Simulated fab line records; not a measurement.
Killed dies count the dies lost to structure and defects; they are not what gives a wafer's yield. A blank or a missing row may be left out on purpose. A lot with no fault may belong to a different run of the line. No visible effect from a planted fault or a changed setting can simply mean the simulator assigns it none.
Matching of chambers || flow nandHarc || 4 sister chambers for NHARC_A_CHANNEL_FILL_D1_ALD_02 on aldHk-01
The step deposits SiO2, target thk 6 nm, pulse time 10 s, ald cycles 60. 8 wafers are shown with their chamber, then 8 later ones without.

== WAFERS PAIRED WITH THEIR CHAMBERS ==
{"wafer": "L076.6", "chamber": 2, "heaterPowerW (W)": 494, "precursorPulseHeightRel": 1.005}
{"wafer": "L082.1", "chamber": 0, "heaterPowerW (W)": 626, "precursorPulseHeightRel": 0.991}
{"wafer": "L086.3", "chamber": 0, "heaterPowerW (W)": 616, "precursorPulseHeightRel": 0.996}
{"wafer": "L086.6", "chamber": 2, "heaterPowerW (W)": 478, "precursorPulseHeightRel": 1.028}
{"wafer": "L088.2", "chamber": 3, "heaterPowerW (W)": 531, "precursorPulseHeightRel": 0.975}
{"wafer": "L088.3", "chamber": 1, "heaterPowerW (W)": 554, "precursorPulseHeightRel": 1.008}
{"wafer": "L088.6", "chamber": 1, "heaterPowerW (W)": 544, "precursorPulseHeightRel": 0.996}
{"wafer": "L092.1", "chamber": 3, "heaterPowerW (W)": 521, "precursorPulseHeightRel": 0.979}

== WAFERS WITHOUT THEIR CHAMBER ==
{"wafer": "L092.3", "heaterPowerW (W)": 610, "precursorPulseHeightRel": 1.010}
{"wafer": "L092.5", "heaterPowerW (W)": 474, "precursorPulseHeightRel": 1.008}
{"wafer": "L094.1", "heaterPowerW (W)": 460, "precursorPulseHeightRel": 1.007}
{"wafer": "L094.2", "heaterPowerW (W)": 522, "precursorPulseHeightRel": 1.002}
{"wafer": "L094.3", "heaterPowerW (W)": 627, "precursorPulseHeightRel": 0.987}
{"wafer": "L093.1", "heaterPowerW (W)": 482, "precursorPulseHeightRel": 1.036}
{"wafer": "L093.2", "heaterPowerW (W)": 543, "precursorPulseHeightRel": 0.986}
{"wafer": "L093.4", "heaterPowerW (W)": 515, "precursorPulseHeightRel": 0.994}

== EACH ONE'S CHAMBER ==
{"wafer": "L092.3", "from the rows above": 0, "in truth": 0}
{"wafer": "L092.5", "from the rows above": 2, "in truth": 2}
{"wafer": "L094.1", "from the rows above": 2, "in truth": 2}
{"wafer": "L094.2", "from the rows above": "can't be placed: 3 or 1 or 2", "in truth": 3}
{"wafer": "L094.3", "from the rows above": 0, "in truth": 0}
{"wafer": "L093.1", "from the rows above": 2, "in truth": 2}
{"wafer": "L093.2", "from the rows above": "can't be placed: 1 or 3", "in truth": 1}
{"wafer": "L093.4", "from the rows above": "can't be placed: 3 or 1 or 2", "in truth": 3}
5 of 8 placed correctly. From these rows, 3 cannot be placed; in 3 the true chamber is one of the candidates. Placed wrongly: 0.
How it was worked out, from the rows above alone: a wafer's distance from a chamber is the root of the sum, over the readings, of the square of ((its reading less the chamber's mean) divided by the reading's scatter). If the next closest chamber is less than 2 further off than the closest, the wafer can't be placed; otherwise it belongs to the closest. Each chamber's mean is taken over the wafers shown for it. The scatter: the root of (the sum of the squares of (reading less its chamber's mean) over the shown wafers, divided by (wafers less chambers)).
